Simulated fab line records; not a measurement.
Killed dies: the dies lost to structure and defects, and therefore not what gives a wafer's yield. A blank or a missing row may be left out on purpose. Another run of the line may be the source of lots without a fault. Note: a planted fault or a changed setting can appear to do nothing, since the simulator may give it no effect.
Matching of chambers | flow nand-harc | NHARC_A_STAIRCASE_DEP_301 on pecvd-04: 3 sister chambers
The step deposits SiON, target thk 30 nm. 3 wafers are shown with their chamber, then 12 later ones without.

## WAFERS WITH THEIR CHAMBER
wafer  | chamber | heater-power-w (W)
L093.3 | 0       | 712
L093.4 | 1       | 694
L093.6 | 2       | 686

## WAFERS MISSING THEIR CHAMBER
wafer  | heater-power-w (W)
L094.2 | 741
L094.5 | 756
L094.6 | 670
L094.1 | 661
L094.3 | 632
L094.4 | 653
L096.1 | 649
L096.2 | 815
L096.5 | 801
L097.2 | 664
L097.3 | 659
L097.5 | 733

## EACH ONE'S CHAMBER
wafer  | from the rows above          | in truth
L094.2 | can't be placed: 0 or 1 or 2 | 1
L094.5 | can't be placed: 0 or 1 or 2 | 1
L094.6 | can't be placed: 2 or 1 or 0 | 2
L094.1 | can't be placed: 2 or 1 or 0 | 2
L094.3 | can't be placed: 2 or 1 or 0 | 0
L094.4 | can't be placed: 2 or 1 or 0 | 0
L096.1 | can't be placed: 2 or 1 or 0 | 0
L096.2 | can't be placed: 0 or 1 or 2 | 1
L096.5 | can't be placed: 0 or 1 or 2 | 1
L097.2 | can't be placed: 2 or 1 or 0 | 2
L097.3 | can't be placed: 2 or 1 or 0 | 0
L097.5 | can't be placed: 0 or 1 or 2 | 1
Correctly placed: 0 of 12. From these rows, 12 cannot be placed; in 12 the true chamber is one of the candidates. 0 placed wrongly.
How it was worked out, from the rows above alone: a wafer's distance from a chamber is the root of the sum, over the readings, of the square of ((its reading less the chamber's mean) divided by the reading's scatter). The wafer belongs to the nearest chamber; if the next one is less than 2 further off, it can't be placed. The mean given for a chamber averages the wafers shown for that chamber. The scatter (one wafer shown for each chamber): square how far every hidden wafer sits from the nearest shown wafer, average those squares and take the square root.
